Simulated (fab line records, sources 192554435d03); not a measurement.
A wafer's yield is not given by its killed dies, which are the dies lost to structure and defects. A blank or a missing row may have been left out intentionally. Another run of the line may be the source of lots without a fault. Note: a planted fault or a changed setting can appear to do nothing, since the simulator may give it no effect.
fab line records | flow n5_finfet
record: lots: 7 wafers: 39
route steps=1938 shown FIN_SAQP@125 SD_EPI_P@306 GATE_CUT@490 BEOL_M2@882 BEOL_M4@1021
start_h: start of the lot's first displayed wafer, in hours after the record's first day | wait_h: hours since the lot's step before | " identical to the entry in the row above | L1.1+2: a single row standing in for several wafers | - either no value or no given start | * or withheld: withheld | < > ~ a bound
route shown NAME@n: names a module that has steps shown in the file, with the first one's number in the route | usual: mean/standard deviation taken from wafers without a fault | same: alike in all rows | chamber/n: place in a boat | sites: the reading at each site | _std_site: standard deviation across them | _edge_site: mean of outer sites minus mean of inner sites | radius_mm: how far each site lies from the wafer's centre | mask NAME#n: copy n | behind: the tool/chamber that last shaped the wafer | hold: what put the lot on hold/how long, in hours/how the hold closed | device: the n, p or np transistor that did not switch | end of line: the route-end tests of the same wafers | a step with no rows: only its recipe | killed: at the first sort, the dies lost to defects and structure; wafer yield is something else | map: dies across one wafer; x = killed, . = not, _ = none there
set.NAME: the setting as run; set.NAME@STEP: as run at that earlier step | model.NAME: the simulator's own value behind a step, which no gauge read
lots where settings were altered on purpose, with a table for each step and a row for each wafer
== steps ==
step: N5_FIN_SAQP_SPACER1_ALD_24
recipe: material: SiO2 target_thk_a: 203 temp_c: 300 ald_precursor_family: BDEAS ald_co_reactant: O2-plasma pulse_time_s: 1 purge_time_s: 2 co_reactant_purge_time_s: 2 ald_cycles: 218 pressure_torr: 2
columns lot.wafer tool chamber start_h wait_h set.ald_cycles model.SiO2_of_FIN_SAQP_SPACER1_ALD_24.thk_nm
L074.2+6 ald_sin-04 3,2 23.82 1.1 218 20.4
L074.3 " 2 " " 218 20.2
L075.1+2+6 ald_sin-02 3,2,2 28.89 0.4 218 20.2
L075.3 " 0 " " 347 32.4
L075.4+5 " 1,3 " " 347 32.2
L079.1+2+6 ald_sin-02 0,1,1 53.66 0.3 157 14.6
L079.3+5 " 3,0 " " 218 20.4
L079.4 " 2 " " 218 20.6
L080.1+3+5 ald_sin-04 0,1,1 59.51 0.3 218 20.2
L080.2 " 2 " " 265 24.8
L080.4+6 " 3,0 " " 265 24.6
L087.1+3+6 ald_sin-04 2,0,1 103.53 0.3 218 20.4
L087.2+4+5 " 1,3,2 " " 318 29.6
L089.1+2+3+4+5+6 ald_sin-04 1,0,2,3,1,0 115.29 0.5 218 20.2
L090.1+2 ald_sin-02 0,3 119.35 0.3 218 20.4
L090.3+5 " 1,2 " " 295 27.4
L090.4 " 2 " " 218 20.2
L090.6 " 1 " " 295 27.6
step: N5_FIN_SAQP_SPACER1_ETCHBACK_25
recipe: chemistry: CHF3/O2 mode: anisotropic_etchback target: SiO2 target_depth_a: 244 time_s: 12.2 pressure_mtorr: 30 source_w: 650 bias_w: 170 Ar_flow_sccm: 200 CHF3_flow_sccm: 50 O2_flow_sccm: 5 ion_energy_ev: 200
step: N5_FIN_SAQP_MANDREL1_REMOVE_56
recipe: chemistry: HBr/Cl2/O2 bt_time_s: 10 target: a-Si stop_on: SiNx endpoint: OES-SiCl over_etch_frac: 1 icp_w: 600 bias_w: 22 HBr_flow_sccm: 150 Cl2_flow_sccm: 80 O2_flow_sccm: 5 pressure_mtorr: 10
columns lot.wafer tool chamber start_h wait_h set.ald_cycles@FIN_SAQP_SPACER1_ALD_24 model.FIN_SAQP.cd_nm
L074.2+3+6 rie_si-01 1,3,1 24.63 0.1 218 20.2
L075.1+2+6 rie_si-01 0,1,3 29.70 0.1 218 20.2
L075.3 " 2 " " 347 32.4
L075.4+5 " 3,0 " " 347 32.2
L079.1+2+6 rie_si-01 1,3,1 54.55 0.1 157 14.6
L079.3+5 " 0 " " 218 20.4
L079.4 " 2 " " 218 20.6
L080.1+3+5 rie_si-04 1,2,0 60.32 0.1 218 20.2
L080.2 " 0 " " 265 24.8
L080.4+6 " 3,1 " " 265 24.6
L087.1+3+6 rie_si-04 1,2,3 104.33 0.1 218 20.4
L087.2+4+5 " 3,0,0 " " 318 29.6
L089.1+2+3+6 rie_si-03 2,0,3,2 116.11 0.1 218 20.2
L089.4+5 " 1 " " 218 20.4
L090.1+2 rie_si-04 0,3 120.18 0.1 218 20.4
L090.3+5+6 " 2,2,3 " " 295 27.6
L090.4 " 1 " " 218 20.2
step: N5_FIN_SAQP_CD_MEAS_27
recipe: target_cd_nm: 20 landing_energy_ev: 1000 detector: se_inlens polarity: line
usual: cd_nm: 20.27/0.23
columns lot.wafer tool chamber start_h wait_h set.ald_cycles@FIN_SAQP_SPACER1_ALD_24 cd_nm
L074.2 cd_sem-01 0 24.74 0.1 218 19.91
L074.3 " 0 " " 218 20.13
L074.6 " 0 " " 218 20.36
L075.1 cd_sem-02 0 29.81 0.1 218 20.10
L075.2 " 0 " " 218 20.43
L075.3 " 0 " " 347 32.19
L075.4 " 0 " " 347 31.96
L075.5 " 0 " " 347 32.00
L075.6 " 0 " " 218 20.14
L079.1 cd_sem-03 0 54.66 0.1 157 14.76
L079.2 " 0 " " 157 14.47
L079.3 " 0 " " 218 20.24
L079.4 " 0 " " 218 20.31
L079.5 " 0 " " 218 20.36
L079.6 " 0 " " 157 14.52
L080.1 cd_sem-01 0 60.43 0.1 218 20.39
L080.2 " 0 " " 265 24.93
L080.3 " 0 " " 218 20.51
L080.4 " 0 " " 265 24.66
L080.5 " 0 " " 218 20.10
L080.6 " 0 " " 265 24.65
L087.1 cd_sem-02 0 104.44 0.1 218 20.62
L087.2 " 0 " " 318 29.69
L087.3 " 0 " " 218 20.51
L087.4 " 0 " " 318 29.26
L087.5 " 0 " " 318 29.27
L087.6 " 0 " " 218 20.78
L089.1 cd_sem-03 0 116.22 0.1 218 20.70
L089.2 " 0 " " 218 19.71
L089.3 " 0 " " 218 20.09
L089.4 " 0 " " 218 20.15
L089.5 " 0 " " 218 20.40
L089.6 " 0 " " 218 20.12
L090.1 cd_sem-02 0 120.29 0.1 218 20.72
L090.2 " 0 " " 218 20.34
L090.3 " 0 " " 295 27.59
L090.4 " 0 " " 218 20.26
L090.5 " 0 " " 295 27.73
L090.6 " 0 " " 295 27.34
step: N5_SD_EPI_P_DESCUM_14
recipe: chemistry: O2 time_s: 7.9 source_power_w: 50 bias_power_w: 20 pressure_mtorr: 20 rf_frequency_hz: 2.712e+07 temp_c: 40 resist: CAR-ArF-block o2_flow_sccm: 225
columns lot.wafer tool chamber start_h wait_h set.time_s model.CAR-ArF-block_of_SD_EPI_P_COAT_03.thk_nm
L074.2 rie_diel-04 0 54.02 0.0 7.9 144.4
L074.3 " 2 " " 7.9 144
L074.6 " 1 " " 7.9 144.2
L075.1 rie_diel-06 2 58.94 0.2 7.9 143.4
L075.2 " 1 " " 10.27 142.2
L075.3 " 0 " " 10.27 142.4
L075.4 " 3 " " 7.9 143.2
L075.5 " 0 " " 10.27 141.8
L075.6 " 1 " " 7.9 143.6
L079.1 rie_diel-04 1 82.95 0.0 7.9 143.6
L079.2 " 0 " " 4.411 146
L079.3 " 2 " " 7.9 144.2
L079.4 " 3 " " 7.9 144
L079.5 " 0 " " 4.411 146.4
L079.6 " 1 " " 4.411 145.6
L080.1+6 rie_diel-04 0,2 89.01 0.1 7.9 143.8
L080.2+4 " 3,2 " " 12.41 140.6
L080.3 " 1 " " 7.9 143.6
L080.5 " 3 " " 12.41 141
L087.1+5 rie_diel-06 0,3 135.76 0.0 11.97 141.2
L087.2 " 1 " " 7.9 143
L087.3 " 3 " " 11.97 140.8
L087.4 " 1 " " 7.9 143.6
L087.6 " 0 " " 7.9 143.4
L089.1 rie_diel-04 2 148.73 1.1 6.619 144
L089.2 " 1 " " 7.9 143.8
L089.3+4 " 3,0 " " 6.619 144.2
L089.5+6 " 0,1 " " 7.9 143.2
L090.1 rie_diel-04 0 152.44 1.8 7.9 143
L090.2 " 2 " " 5.657 144.8
L090.3 " 3 " " 5.657 144.4
L090.4 " 1 " " 7.9 142.8
L090.5 " 3 " " 7.9 143.2
L090.6 " 0 " " 5.657 144.6
step: N5_SD_EPI_P_ETCH_36
recipe: chemistry: CF4 target: SiARC target_depth_a: 455 mask_material: CAR-ArF-block time_s: 75.8 ion_energy_ev: 80 pressure_mtorr: 40 source_w: 545 bias_w: 36 Ar_flow_sccm: 100 cf4_flow_sccm: 100 ends: cleared
columns lot.wafer tool chamber start_h wait_h set.time_s@SD_EPI_P_DESCUM_14 model.CAR-ArF-block_of_SD_EPI_P_COAT_03.thk_nm
L074.2 rie_diel-04 0 54.06 0.0 7.9 111.8
L074.3 " 2 " " 7.9 111.4
L074.6 " 1 " " 7.9 111.6
L075.1 rie_diel-06 2 58.98 0.0 7.9 111
L075.2+3 " 1,0 " " 10.27 109.8
L075.4 " 3 " " 7.9 110.8
L075.5 " 0 " " 10.27 109.4
L075.6 " 1 " " 7.9 111.2
L079.1 rie_diel-04 1 82.99 0.0 7.9 111.2
L079.2 " 0 " " 4.411 113.6
L079.3 " 2 " " 7.9 111.6
L079.4 " 3 " " 7.9 111.4
L079.5 " 0 " " 4.411 113.8
L079.6 " 1 " " 4.411 113
L080.1 rie_diel-04 0 89.04 0.0 7.9 111.4
L080.2+4 " 3,2 " " 12.41 108.2
L080.3+6 " 1,2 " " 7.9 111.2
L080.5 " 3 " " 12.41 108.4
L087.1+5 rie_diel-06 0,3 135.79 0.0 11.97 108.6
L087.2 " 1 " " 7.9 110.4
L087.3 " 3 " " 11.97 108.4
L087.4 " 1 " " 7.9 111.2
L087.6 " 0 " " 7.9 111
L089.1 rie_diel-04 2 148.77 0.0 6.619 111.6
L089.2 " 1 " " 7.9 111.2
L089.3+4 " 3,0 " " 6.619 111.8
L089.5+6 " 0,1 " " 7.9 110.8
L090.1+4 rie_diel-04 0,1 152.47 0.0 7.9 110.4
L090.2 " 2 " " 5.657 112.2
L090.3+6 " 3,0 " " 5.657 112
L090.5 " 3 " " 7.9 110.8
step: N5_GATE_CUT_DESCUM_18
recipe: chemistry: O2 time_s: 7 source_power_w: 50 bias_power_w: 20 pressure_mtorr: 20 rf_frequency_hz: 2.712e+07 temp_c: 40 resist: CAR-EUV o2_flow_sccm: 225
columns lot.wafer tool chamber start_h wait_h set.time_s model.CAR-EUV_of_GATE_CUT_COAT_07.thk_nm
L074.2+3+6 rie_diel-06 0,2,3 85.04 0.0 7 26
L075.1+4 rie_diel-04 3,2 87.56 0.0 10 24.6
L075.2 " 0 " " 10 24.8
L075.3+5+6 " 1,2,3 " " 7 26.2
L079.1+5 rie_diel-01 1,2 115.48 0.1 7 26.2
L079.2+3 " 3,2 " " 3.299 28
L079.4 " 1 " " 3.299 28.2
L079.6 " 3 " " 7 26.4
L080.1+2 rie_diel-01 2,3 119.88 0.0 10.61 24.4
L080.3+6 " 1,0 " " 7 26
L080.4 " 0 " " 7 26.2
L080.5 " 1 " " 10.61 24.2
L087.1+5 rie_diel-06 1,2 166.73 0.5 7 26.2
L087.2+6 " 2,3 " " 4.645 27.2
L087.3 " 0 " " 4.645 27.4
L087.4 " 3 " " 7 26
L089.1 rie_diel-01 2 179.22 0.0 7 26.2
L089.2+3 " 0,1 " " 7 26
L089.4+6 " 3,2 " " 5.424 27
L089.5 " 1 " " 5.424 26.8
L090.1+4+6 rie_diel-01 0,3,3 183.06 0.1 7 26.2
L090.2+3+5 " 2,1,0 " " 5.642 26.8
step: N5_GATE_CUT_ETCH_28
recipe: chemistry: N2/H2 target: underlayer target_depth_a: 130 mask_material: CAR-EUV time_s: 10.4 ion_energy_ev: 200 pressure_mtorr: 30 source_w: 840 bias_w: 150 n2_flow_sccm: 200 h2_flow_sccm: 200 ends: cleared
step: N5_GATE_CUT_ETCH_36
recipe: chemistry: CF4 target: SiARC target_depth_a: 130 mask_material: CAR-EUV time_s: 21.7 ion_energy_ev: 80 pressure_mtorr: 40 source_w: 545 bias_w: 36 Ar_flow_sccm: 100 cf4_flow_sccm: 100 ends: cleared
columns lot.wafer tool chamber start_h wait_h set.time_s@GATE_CUT_DESCUM_18 model.CAR-EUV_of_GATE_CUT_COAT_07.thk_nm
L074.2+6 rie_diel-06 0,3 85.10 0.0 7 7
L074.3 " 2 " " 7 6.8
L075.1+2 rie_diel-04 3,0 87.62 0.0 10 5.6
L075.3+6 " 1,3 " " 7 7.2
L075.4 " 2 " " 10 5.4
L075.5 " 2 " " 7 7
L079.1 rie_diel-01 1 115.54 0.0 7 7
L079.2+4 " 3,1 " " 3.299 9
L079.3 " 2 " " 3.299 8.8
L079.5+6 " 2,3 " " 7 7.2
L080.1+2 rie_diel-01 2,3 119.93 0.0 10.61 5.2
L080.3+6 " 1,0 " " 7 6.8
L080.4 " 0 " " 7 7
L080.5 " 1 " " 10.61 5
L087.1+4+5 rie_diel-06 1,3,2 166.79 0.0 7 7
L087.2 " 2 " " 4.645 8
L087.3+6 " 0,3 " " 4.645 8.2
L089.1 rie_diel-01 2 179.27 0.0 7 7.2
L089.2+3 " 0,1 " " 7 7
L089.4+6 " 3,2 " " 5.424 8
L089.5 " 1 " " 5.424 7.8
L090.1 rie_diel-01 0 183.12 0.0 7 7
L090.2+5 " 2,0 " " 5.642 7.8
L090.3 " 1 " " 5.642 7.6
L090.4+6 " 3 " " 7 7.2
step: N5_BEOL_M2_ALD_98
recipe: material: SiO2 target_thk_a: 25 temp_c: 100 ald_precursor_family: BDEAS ald_co_reactant: O2-plasma pulse_time_s: 1 co_reactant_pulse_time_s: 1 purge_time_s: 2 co_reactant_purge_time_s: 2 ald_cycles: 17 pressure_torr: 2
columns lot.wafer tool chamber start_h wait_h set.ald_cycles model.SiO2_of_BEOL_M2_ALD_98.thk_nm
L074.2+3 ald_sin-01 3,1 137.40 0.1 17 2.4
L074.6 " 2 " " 17 2.6
L075.1 ald_sin-01 2 140.57 0.1 17 2.6
L075.2+5+6 " 1,3,2 " " 22 3.2
L075.3+4 " 3,1 " " 17 2.4
L079.1+2+4 ald_sin-04 3,0,2 169.38 0.1 21 3
L079.3+6 " 1,3 " " 17 2.6
L079.5 " 2 " " 17 2.4
L080.1+2+3+4+5+6 ald_sin-04 3,2,1,0,0,3 172.82 0.1 17 2.4
L087.1+2+4 ald_sin-03 1,0,1 221.48 0.1 17 2.4
L087.3 " 2 " " 9 1.4
L087.5+6 " 0,2 " " 9 1.2
L089.1+2+5 ald_sin-04 3,0,2 230.81 0.9 9 1.4
L089.3 " 2 " " 17 2.6
L089.4+6 " 0,3 " " 17 2.4
L090.1+2+6 ald_sin-01 2,3,0 237.41 0.1 8 1.2
L090.3+4+5 " 0,3,2 " " 17 2.4
step: N5_BEOL_M4_ILD_DEP_00
recipe: material: SiOC target_thk_a: 790 temp_c: 350 precursor: DEMS/O2 pressure_torr: 5 rf_w: 500 time_s: 15.3
columns lot.wafer tool chamber start_h wait_h set.target_thk_a model.SiOC_of_BEOL_M4_ILD_DEP_00.thk_nm
L074.2 pecvd-02 1 162.23 0.0 790 79.6
L074.3 " 2 " " 790 77.6
L074.6 " 0 " " 790 80.8
L075.1 pecvd-01 2 164.25 0.0 1093 108.4
L075.2+3 " 0,2 " " 790 79
L075.4 " 0 " " 1093 109.8
L075.5 " 2 " " 1093 109.2
L075.6 " 0 " " 790 79.8
L079.1 pecvd-01 1 191.61 0.0 991.1 98.2
L079.2+4 " 0,1 " " 790 78.4
L079.3 " 2 " " 991.1 97.8
L079.5 " 2 " " 991.1 99.8
L079.6 " 0 " " 790 79.4
L080.1 pecvd-02 1 192.77 0.0 972.7 95.8
L080.2 " 0 " " 790 76.8
L080.3 " 2 " " 790 77.4
L080.4 " 1 " " 972.7 97.2
L080.5 " 0 " " 972.7 97.8
L080.6 " 2 " " 790 78
L087.1 pecvd-01 1 242.73 0.0 790 79.2
L087.2 " 2 " " 790 77.6
L087.3 " 0 " " 790 78.8
L087.4 " 1 " " 790 80
L087.5 " 2 " " 790 79.6
L087.6 " 0 " " 790 80.2
L089.1 pecvd-01 2 246.25 0.0 1134 113
L089.2 " 1 " " 1134 112
L089.3+5 " 0 " " 790 78.6
L089.4 " 2 " " 790 80
L089.6 " 1 " " 1134 113.6
L090.1 pecvd-02 0 252.35 0.0 790 77.2
L090.2 " 1 " " 790 78.6
L090.3 " 1 " " 790 79.6
L090.4 " 0 " " 790 79.4
L090.5 " 1 " " 790 80
L090.6 " 0 " " 790 78.4
step: N5_BEOL_M4_THK_MEAS_01
recipe: reads: SiOC_of_BEOL_M4_ILD_DEP_00
usual: M4_ILD_THK: 78.5/1
columns lot.wafer tool chamber start_h wait_h set.target_thk_a@BEOL_M4_ILD_DEP_00 M4_ILD_THK[nm]
L074.2 film_metro-02 - 162.30 0.1 790 79.6
L074.3 " - " " 790 77.6
L074.6 " - " " 790 80.9
L075.1 film_metro-01 - 164.33 0.1 1093 108.4
L075.2 " - " " 790 79.0
L075.3 " - " " 790 79.0
L075.4 " - " " 1093 109.8
L075.5 " - " " 1093 109.4
L075.6 " - " " 790 79.7
L079.1 film_metro-01 - 191.68 0.0 991.1 98.3
L079.2 " - " " 790 78.3
L079.3 " - " " 991.1 97.7
L079.4 " - " " 790 78.3
L079.5 " - " " 991.1 99.8
L079.6 " - " " 790 79.4
L080.1 film_metro-02 - 192.84 0.0 972.7 95.9
L080.2 " - " " 790 76.8
L080.3 " - " " 790 77.4
L080.4 " - " " 972.7 97.1
L080.5 " - " " 972.7 97.7
L080.6 " - " " 790 78.0
L087.1 film_metro-02 - 242.79 0.0 790 79.1
L087.2 " - " " 790 77.6
L087.3 " - " " 790 78.7
L087.4 " - " " 790 79.9
L087.5 " - " " 790 79.7
L087.6 " - " " 790 80.2
L089.1 film_metro-02 - 246.32 0.0 1134 113.0
L089.2 " - " " 1134 112.0
L089.3 " - " " 790 78.6
L089.4 " - " " 790 79.9
L089.5 " - " " 790 78.6
L089.6 " - " " 1134 113.6
L090.1 film_metro-01 - 252.44 0.1 790 77.2
L090.2 " - " " 790 78.6
L090.3 " - " " 790 79.7
L090.4 " - " " 790 79.4
L090.5 " - " " 790 80.1
L090.6 " - " " 790 78.3
== key ==
split: step: N5_FIN_SAQP_SPACER1_ALD_24 setting: ald_cycles stated: 218 by: wafer
response: step: N5_FIN_SAQP_SPACER1_ALD_24 reading: model.SiO2_of_FIN_SAQP_SPACER1_ALD_24.thk_nm change: +0.203 per: 1% r: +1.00
response: step: N5_FIN_SAQP_MANDREL1_REMOVE_56 reading: model.FIN_SAQP.cd_nm change: +0.204 per: 1% r: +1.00
response: step: N5_FIN_SAQP_CD_MEAS_27 reading: cd_nm change: +0.199 per: 1% r: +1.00
split: step: N5_SD_EPI_P_DESCUM_14 setting: time_s stated: 7.9 by: wafer
response: step: N5_SD_EPI_P_DESCUM_14 reading: model.CAR-ArF-block_of_SD_EPI_P_COAT_03.thk_nm change: -0.0483 per: 1% r: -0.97
response: step: N5_SD_EPI_P_ETCH_36 reading: model.CAR-ArF-block_of_SD_EPI_P_COAT_03.thk_nm change: -0.0487 per: 1% r: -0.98
split: step: N5_GATE_CUT_DESCUM_18 setting: time_s stated: 7 by: wafer
response: step: N5_GATE_CUT_DESCUM_18 reading: model.CAR-EUV_of_GATE_CUT_COAT_07.thk_nm change: -0.0343 per: 1% r: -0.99
response: step: N5_GATE_CUT_ETCH_36 reading: model.CAR-EUV_of_GATE_CUT_COAT_07.thk_nm change: -0.0346 per: 1% r: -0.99
split: step: N5_BEOL_M2_ALD_98 setting: ald_cycles stated: 17 by: wafer
response: step: N5_BEOL_M2_ALD_98 reading: model.SiO2_of_BEOL_M2_ALD_98.thk_nm change: +0.0231 per: 1% r: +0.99
split: step: N5_BEOL_M4_ILD_DEP_00 setting: target_thk_a stated: 790 by: wafer
response: step: N5_BEOL_M4_ILD_DEP_00 reading: model.SiOC_of_BEOL_M4_ILD_DEP_00.thk_nm change: +0.786 per: 1% r: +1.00
response: step: N5_BEOL_M4_THK_MEAS_01 reading: M4_ILD_THK change: +0.787 per: 1% r: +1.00
